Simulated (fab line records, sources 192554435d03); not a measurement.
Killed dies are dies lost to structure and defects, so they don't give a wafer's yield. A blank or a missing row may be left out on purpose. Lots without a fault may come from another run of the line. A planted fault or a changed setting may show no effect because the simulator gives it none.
Chamber matching | flow n5_finfet | N5_BEOL_M3_DESCUM_33 on rie_diel-02: 4 sister chambers
The step chemistry O2, time 7 s. 4 wafers are shown with their chamber, then 12 later ones without.

WAFERS WITH THEIR CHAMBER
wafer  | chamber | showerhead_plenum_p_Torr (Torr)
L087.3 | 1       | 2.02
L088.1 | 2       | 2.17
L088.2 | 0       | 2.07
L088.3 | 3       | 2.06

WAFERS WITHOUT THEIR CHAMBER
wafer  | showerhead_plenum_p_Torr (Torr)
L088.4 | 2.02
L088.5 | 2.06
L088.6 | 2.17
L091.1 | 2.17
L091.2 | 2.07
L091.3 | 2.05
L091.4 | 2.02
L091.5 | 2.17
L091.6 | 2.02
L097.1 | 2.17
L097.3 | 2.01
L097.5 | 2.01

WHICH CHAMBER EACH WENT THROUGH
wafer  | from the rows above     | in truth
L088.4 | 1                       | 1
L088.5 | can't be placed: 3 or 0 | 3
L088.6 | 2                       | 2
L091.1 | 2                       | 2
L091.2 | can't be placed: 0 or 3 | 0
L091.3 | can't be placed: 3 or 0 | 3
L091.4 | 1                       | 1
L091.5 | 2                       | 2
L091.6 | 1                       | 1
L097.1 | 2                       | 2
L097.3 | 1                       | 1
L097.5 | 1                       | 1
Placed correctly: 9 of 12. Can't be placed from these rows: 3 (the true chamber is among the candidates in 3). Placed wrongly: 0.
How it was worked out, from the rows above alone: a wafer's distance from a chamber is the root of the sum, over the readings, of the square of ((its reading less the chamber's mean) divided by the reading's scatter). The wafer belongs to the nearest chamber; if the next one is less than 2 further off, it can't be placed. A chamber's mean is the mean of its shown wafers. The scatter: with one shown wafer a chamber, the root of the mean of the squares of how far each hidden wafer lies from its nearest shown one.
